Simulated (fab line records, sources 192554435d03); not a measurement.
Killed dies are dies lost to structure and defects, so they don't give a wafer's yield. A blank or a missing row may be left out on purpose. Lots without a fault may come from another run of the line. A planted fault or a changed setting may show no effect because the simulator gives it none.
Which tool did it? | flow n5_finfet | 24 lots, 72 wafers sampled, at 4 steps of a route of 1938

WHAT THE GAUGES READ, wafer by wafer
N5_BEOL_M3_OVL_MEAS_12.
lot  | measured     | on         | M3_OVL (nm)
L075 | day 7 05:29  | overlay-01 | -1.0 -0.2 0.5
L076 | day 7 15:25  | overlay-01 | -1.4 -0.3 0.2
L077 | day 7 18:02  | overlay-01 | 0.1 0.5 0.9
L074 | day 8 02:18  | overlay-01 | -0.6 -0.6 0.2
L079 | day 8 07:07  | overlay-02 | 1.8 0.8 0.9
L078 | day 8 07:18  | overlay-02 | 0.5 1.1 1.0
L080 | day 8 12:18  | overlay-02 | 1.0 0.9 1.3
L081 | day 8 18:14  | overlay-01 | -0.1 0.4 0.0
L082 | day 9 02:40  | overlay-01 | -1.5 -1.1 -1.3
L083 | day 9 10:58  | overlay-02 | 0.1 -0.3 0.6
L084 | day 9 17:22  | overlay-02 | -1.0 -0.3 -0.4
L085 | day 9 22:56  | overlay-02 | -0.1 -0.6 1.2
L086 | day 10 09:10 | overlay-02 | 0.8 0.2 -0.6
L087 | day 10 12:11 | overlay-02 | 0.3 0.0 1.0
L088 | day 10 18:28 | overlay-01 | -0.1 0.2 -0.3
L089 | day 11 01:54 | overlay-01 | 0.6 0.3 0.6
L090 | day 11 08:09 | overlay-01 | 0.8 0.3 1.0
L091 | day 11 09:02 | overlay-01 | 0.3 0.4 -0.1
L092 | day 11 14:57 | overlay-01 | -0.7 0.0 -1.0
L093 | day 11 21:26 | overlay-02 | 1.6 1.5 1.2
L094 | day 12 03:32 | overlay-02 | 0.7 -0.6 0.2
L095 | day 12 15:13 | overlay-02 | 0.5 0.0 0.7
L096 | day 12 15:33 | overlay-02 | 0.2 0.7 1.3
L097 | day 12 19:37 | overlay-02 | -0.1 -0.3 -0.9

N5_BEOL_M3_CD_MEAS_28: target cd 25.7 nm, target cd y 23.3 nm.
lot  | measured     | on        | cd_nm (nm)
L075 | day 7 06:44  | cd_sem-03 | 25.71 25.75 25.79
L076 | day 7 16:19  | cd_sem-03 | 25.81 25.26 26.00
L077 | day 7 18:52  | cd_sem-02 | 25.63 25.53 25.45
L074 | day 8 03:40  | cd_sem-03 | 25.64 25.62 25.82
L079 | day 8 08:19  | cd_sem-03 | 25.47 25.61 25.99
L078 | day 8 08:22  | cd_sem-03 | 26.20 26.29 25.81
L080 | day 8 13:08  | cd_sem-02 | 25.89 25.83 26.05
L081 | day 8 19:10  | cd_sem-02 | 25.47 26.04 25.89
L082 | day 9 03:30  | cd_sem-02 | 25.78 25.67 26.13
L083 | day 9 12:29  | cd_sem-02 | 25.82 26.02 25.85
L084 | day 9 18:20  | cd_sem-01 | 25.70 25.64 26.03
L085 | day 9 23:47  | cd_sem-03 | 25.77 25.84 25.54
L086 | day 10 10:26 | cd_sem-01 | 25.87 25.99 25.93
L087 | day 10 13:02 | cd_sem-03 | 25.37 25.99 25.83
L088 | day 10 19:17 | cd_sem-03 | 26.30 25.45 25.82
L089 | day 11 02:47 | cd_sem-03 | 25.96 25.90 25.70
L090 | day 11 08:59 | cd_sem-02 | 25.87 25.28 25.99
L091 | day 11 09:59 | cd_sem-03 | 26.20 25.79 25.54
L092 | day 11 15:55 | cd_sem-01 | 25.82 25.95 26.06
L093 | day 11 22:32 | cd_sem-02 | 25.38 25.78 26.12
L094 | day 12 04:23 | cd_sem-03 | 25.55 25.65 25.67
L095 | day 12 16:11 | cd_sem-02 | 25.78 25.74 26.07
L096 | day 12 16:35 | cd_sem-01 | 25.69 25.64 26.13
L097 | day 12 22:28 | cd_sem-03 | 25.66 25.61 25.48

N5_BEOL_M3_OVL_MEAS_29.
lot  | measured     | on         | V2_OVL (nm)
L075 | day 7 06:46  | overlay-01 | -0.4 -0.4 0.0
L076 | day 7 16:21  | overlay-01 | 0.9 1.4 1.1
L077 | day 7 18:55  | overlay-02 | -1.1 -0.7 0.3
L074 | day 8 03:43  | overlay-02 | 0.1 0.0 -0.6
L079 | day 8 08:20  | overlay-02 | -0.4 0.1 -1.2
L078 | day 8 08:25  | overlay-02 | 0.2 0.2 0.1
L080 | day 8 13:10  | overlay-02 | 0.6 0.9 -0.4
L081 | day 8 19:11  | overlay-01 | -0.1 0.4 -0.3
L082 | day 9 03:32  | overlay-01 | 0.3 -0.5 -0.8
L083 | day 9 12:31  | overlay-01 | 0.6 0.7 0.8
L084 | day 9 18:22  | overlay-02 | 1.0 0.9 1.2
L085 | day 9 23:49  | overlay-02 | -0.2 -0.1 -0.3
L086 | day 10 10:28 | overlay-02 | -0.2 0.8 -0.5
L087 | day 10 13:04 | overlay-02 | -0.2 0.3 -0.3
L088 | day 10 19:20 | overlay-01 | -0.7 -0.6 -0.9
L089 | day 11 02:49 | overlay-01 | 0.8 0.0 0.8
L090 | day 11 09:01 | overlay-02 | 0.4 -1.1 -0.6
L091 | day 11 10:02 | overlay-01 | 0.7 0.6 0.1
L092 | day 11 15:56 | overlay-01 | 1.6 1.0 1.1
L093 | day 11 22:34 | overlay-02 | 1.0 0.6 -0.1
L094 | day 12 04:25 | overlay-02 | -0.4 0.8 0.0
L095 | day 12 16:13 | overlay-01 | 0.7 1.2 0.4
L096 | day 12 16:37 | overlay-02 | 0.4 -0.6 -0.6
L097 | day 12 22:31 | overlay-01 | -1.5 -1.3 -0.8

WHICH TOOL RAN EACH LOT (tool, then ch and the chambers of the sampled wafers, then the start)
lot  | N5_BEOL_M3_ETCH_74
L075 | rie_diel-02 ch 1,2, day 7 05:53
L076 | rie_diel-04 ch 1,2,3, day 7 15:32
L077 | rie_diel-04 ch 2,3, day 7 18:10
L074 | rie_diel-01 ch 0,3, day 8 02:31
L079 | rie_diel-01 ch 0,1,3, day 8 07:36
L078 | rie_diel-04 ch 0,2,3, day 8 07:37
L080 | rie_diel-04 ch 0,2, day 8 12:25
L081 | rie_diel-02 ch 2,3, day 8 18:23
L082 | rie_diel-01 ch 0,2, day 9 02:47
L083 | rie_diel-01 ch 0,2,3, day 9 11:39
L084 | rie_diel-02 ch 0,1,3, day 9 17:30
L085 | rie_diel-04 ch 2,3, day 9 23:04
L086 | rie_diel-04 ch 0,2,3, day 10 09:17
L087 | rie_diel-04 ch 0,3, day 10 12:19
L088 | rie_diel-01 ch 0,1,3, day 10 18:34
L089 | rie_diel-04 ch 0,1,3, day 11 02:01
L090 | rie_diel-02 ch 0,1,3, day 11 08:16
L091 | rie_diel-02 ch 1,2, day 11 09:09
L092 | rie_diel-02 ch 0,2,3, day 11 15:04
L093 | rie_diel-04 ch 1,3, day 11 21:42
L094 | rie_diel-01 ch 0,3, day 12 03:40
L095 | rie_diel-04 ch 1,2,3, day 12 15:20
L096 | rie_diel-01 ch 1,3, day 12 15:44
L097 | rie_diel-01 ch 0,1,3, day 12 21:19
- N5_BEOL_M3_ETCH_74: etches underlayer in N2/H2, target depth 6.5 nm, time 5.2 s.

WHAT THE TOOLS THEMSELVES READ (means of the sampled wafers that have a number; where no wafer has one, the mark that the record gives instead)
N5_BEOL_M3_ETCH_74.
lot  | tool        | drypump_motor_current_A (A) | etch_rf_on_time_s (s) | oes_product_au (a.u.) | rf_vpp_V (V) | showerhead_plenum_p_Torr (Torr) | throttle_valve_pct (%)
L075 | rie_diel-02 | 5.6                         | 5.18                  | 0.69                  | 526.0        | 2.60                            | 17.68
L076 | rie_diel-04 | 5.9                         | 5.12                  | 0.70                  | 522.9        | 2.50                            | 17.74
L077 | rie_diel-04 | 6.0                         | 5.36                  | 0.64                  | 521.5        | 2.44                            | 17.64
L074 | rie_diel-01 | 5.9                         | 5.25                  | 0.67                  | 522.3        | 2.50                            | 17.45
L079 | rie_diel-01 | 5.9                         | 5.25                  | 0.71                  | 524.9        | 2.52                            | 17.60
L078 | rie_diel-04 | 6.1                         | 5.31                  | 0.64                  | 522.6        | 2.51                            | 17.77
L080 | rie_diel-04 | 5.8                         | 5.42                  | 0.62                  | 522.4        | 2.51                            | 17.83
L081 | rie_diel-02 | 6.1                         | 5.19                  | 0.70                  | 524.3        | 2.63                            | 17.76
L082 | rie_diel-01 | 5.7                         | 5.01                  | 0.73                  | 521.7        | 2.48                            | 17.62
L083 | rie_diel-01 | 6.1                         | 5.17                  | 0.68                  | 522.1        | 2.48                            | 17.53
L084 | rie_diel-02 | 5.7                         | 5.25                  | 0.68                  | 522.8        | 2.56                            | 17.97
L085 | rie_diel-04 | 6.0                         | 5.34                  | 0.63                  | 520.1        | 2.43                            | 17.68
L086 | rie_diel-04 | 6.1                         | 5.34                  | 0.62                  | 521.9        | 2.50                            | 17.81
L087 | rie_diel-04 | 6.5                         | 5.16                  | 0.66                  | 523.0        | 2.50                            | 17.78
L088 | rie_diel-01 | 5.9                         | 5.27                  | 0.69                  | 524.5        | 2.51                            | 17.63
L089 | rie_diel-04 | 5.9                         | 5.16                  | 0.67                  | 524.0        | 2.56                            | 17.92
L090 | rie_diel-02 | 5.6                         | 5.26                  | 0.66                  | 523.6        | 2.56                            | 18.00
L091 | rie_diel-02 | 5.9                         | 5.15                  | 0.70                  | 526.5        | 2.63                            | 17.66
L092 | rie_diel-02 | 5.9                         | 5.28                  | 0.69                  | 524.6        | 2.60                            | 17.91
L093 | rie_diel-04 | 5.6                         | 5.06                  | 0.71                  | 523.1        | 2.55                            | 17.89
L094 | rie_diel-01 | 5.9                         | 5.29                  | 0.65                  | 522.1        | 2.48                            | 17.48
L095 | rie_diel-04 | 5.8                         | 5.17                  | 0.66                  | 522.6        | 2.48                            | 17.79
L096 | rie_diel-01 | 6.3                         | 5.48                  | 0.63                  | 523.7        | 2.51                            | 17.58
L097 | rie_diel-01 | 5.9                         | 5.28                  | 0.67                  | 523.1        | 2.51                            | 17.68

THE ANSWER, worked out from the rows above alone
Rule: what is usual is taken from the lots themselves. Put in order of their means at a reading, lots are off if they are a third of the lots or fewer, leave a main group of 4 or more, and stand apart from it by a gap of 3 or more times the standard deviation of the main group's means; of several such gaps the widest counts. A main group whose means are all the same, to the digits that the tables above print for the reading, isn't used. A lot without any number at a reading at which 4 lots or more have one is off too. The other lots that the step has rows for count as sound. The gauges are gone through in route order, then the tools' own readings, and for those a lot's mean is taken as printed above. The first step at which some lot is off is used, and at that step the reading that is off furthest; a lot without a number counts as furthest.
No lot is off at any reading shown: from this, nothing can be told.

WHAT THE SIMULATOR HAD PUT IN
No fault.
